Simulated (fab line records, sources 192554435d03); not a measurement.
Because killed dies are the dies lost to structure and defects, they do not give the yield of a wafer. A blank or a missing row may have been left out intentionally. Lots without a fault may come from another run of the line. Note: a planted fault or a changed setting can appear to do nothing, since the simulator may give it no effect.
Comparing a struck lot with a sound one ; flow n5 finfet ; 18 out of 1938 route steps
Sound: these wafers, L434.1, L434.4, L434.6. The struck wafers were L425.1, L425.4, L425.5. The cause is given at the end.
Each step with rows lists, per side, the tool, then ch with its chambers, then its first start. Under that, the readings that differ: sound wafers ; struck wafers ; difference of the means ; sigmas: that difference in standard deviations of wafers without a fault.
alike: readings with means less than 2 such deviations apart, plus words and numbers identical on both sides. not compared: withheld readings, readings lacking a value on some wafer, bounds such as >300 that could conceal the same value, and numbers that have no deviation in the record and whose values overlap.
The two part at a step that has a row with sigmas, a row that says differs or no value, or rows on one side only. When numbers do not overlap yet have no deviation, they are printed without sigmas and do not part them. A reading missing from all wafers of one side parts the sides only when that side holds two or more wafers.

first, 9 steps without rows for these wafers: N5_GATE_CUT_EXPOSE_10 (exposes mask GATE CUT, target cd 20 nm); N5_GATE_CUT_PEB_11 (peb time 60 s); N5_GATE_CUT_DEVELOP_12 (develop time 30 s); N5_GATE_CUT_DESCUM_18 (chemistry O2, time 7 s); N5_GATE_CUT_ETCH_28 (etches underlayer in N2/H2, target depth 13 nm, time 10.4 s); N5_GATE_CUT_ETCH_36 (etches SiARC in CF4, target depth 13 nm, time 21.7 s); N5_GATE_CUT_ETCH_37 (etches SOC in N2/H2, target depth 60 nm, overetch 12 nm, time 90 s); N5_GATE_CUT_STRIP_38 (strips in N2/H2); N5_GATE_CUT_STRIP_39 (strips in N2/H2).
N5_GATE_CUT_HM_OPEN_40: chemistry C4F6/O2, target SiO2, target depth 139 nm, time 85.1 s.
  sound on rie diel-05 ch 1,2, day 9 00:56; struck on rie diel-06 ch 2,3, day 6 15:37
  no value came back on the struck wafers for any of 8 readings (C4F6_flow_sccm (sccm), O2_flow_sccm (sccm) and others); on the sound wafers C4F6_flow_sccm (sccm) reads 9.946 9.985 9.953
reading;sound;struck;difference;sigmas
model.SOC_of_GATE_CUT_COAT_34.thk nm (nm);32.8 32.6 33;60.4 60.4 60.2;+27.5;
model.SiARC_of_GATE_CUT_COAT_35.thk nm (nm);0 0 0;5.8 6.2 5.8;+5.9;
  not compared: rf hours counter h
N5_GATE_CUT_STRIP_41: strips in CF4.
  sound on rie diel-05 ch 1,2, day 9 00:59; struck on rie diel-06 ch 2,3, day 6 15:41
reading;sound;struck;difference;sigmas
oes product au (a.u.);0.174 0.167 0.180;0.671 0.720 0.667;+0.512;+43
  alike: drypump motor current A, power w, rf vpp V, showerhead plenum p Torr, throttle valve pct
  not compared: rf hours counter h
then, 1 step without rows for these wafers: N5_GATE_CUT_STRIP_42 (strips in O2).
N5_GATE_CUT_ETCH_19: etches SiNx in CH3F/O2, target depth 53.7 nm, time 76.7 s.
  sound on rie diel-05 ch 1,2, day 9 01:03; struck on rie diel-06 ch 2,3, day 6 15:45
reading;sound;struck;difference;sigmas
etch rf on time s (s);76.2 79.2 76.9;191.7 191.8 191.7;+114.3;+82
oes product au (a.u.);0.66 0.60 0.66;0.25 0.28 0.26;-0.38;-9
  alike: drypump motor current A, rf vpp V, showerhead plenum p Torr, throttle valve pct
  not compared: rf hours counter h
N5_GATE_CUT_CUT_ETCH_53: etches W in SF6/Cl2, target depth 79.2 nm.
  sound on rie metal-01 ch 1, day 9 01:10; struck on rie metal-03 ch 1, day 6 15:51
reading;sound;struck;difference;sigmas
drypump motor current A (A);6.7 6.7 6.7;5.6 5.6 5.6;-1.1;-3
etch rf on time s (s);26.8 27.0 26.9;34.3 34.3 34.3;+7.4;+9
oes product au (a.u.);0.55 0.55 0.56;0.27 0.27 0.27;-0.28;-2
throttle valve pct (%);29.5 29.5 29.5;26.7 26.7 26.7;-2.8;-7
  not compared: rf hours counter h
N5_GATE_CUT_CUT_ETCH_54: etches TiN in Cl2/BCl3, target depth 96.7 nm.
  sound on rie metal-01 ch 1, day 9 01:13; struck on rie metal-03 ch 1, day 6 15:58
reading;sound;struck;difference;sigmas
drypump motor current A (A);6.7 6.8 6.8;5.6 5.6 5.6;-1.2;-3
etch rf on time s (s);37.8 38.1 38.2;47.9 47.9 47.9;+9.9;+8
oes product au (a.u.);0.55 0.55 0.55;0.27 0.27 0.27;-0.28;-2
  alike: throttle valve pct
  not compared: rf hours counter h
N5_GATE_CUT_CUT_ETCH_55: etches HfO2 in BCl3, target depth 3.2 nm.
  sound on rie metal-01 ch 1, day 9 01:17; struck on rie metal-03 ch 1, day 6 16:05
reading;sound;struck;difference;sigmas
drypump motor current A (A);6.7 6.7 6.7;5.6 5.6 5.6;-1.1;-3
oes product au (a.u.);0.63 0.63 0.63;0.27 0.28 0.27;-0.36;-2
throttle valve pct (%);33.9 33.9 33.9;32.2 32.2 32.2;-1.7;-3
  not compared: rf hours counter h
N5_BEOL_M4_RC_MEAS_101:
  the record has rows for the sound wafers here (prober-02 ch 0, day 15 19:31) and none for the struck ones
-- the record jumps here: 12 days lie between the struck wafers' starts before and after (it left off in module BEOL_M4 and takes up again in module PASSIVATION, whose first step shown is number 1936 of the route) --
N5_PASSIVATION_PROBE_49:
  the record has rows for the struck wafers here (prober-02, day 19 02:55) and none for the sound ones

WHERE THEY PART
At N5_GATE_CUT_HM_OPEN_40 first; at N5_PASSIVATION_PROBE_49 last (within this record only).

WHY: what the simulator had put in
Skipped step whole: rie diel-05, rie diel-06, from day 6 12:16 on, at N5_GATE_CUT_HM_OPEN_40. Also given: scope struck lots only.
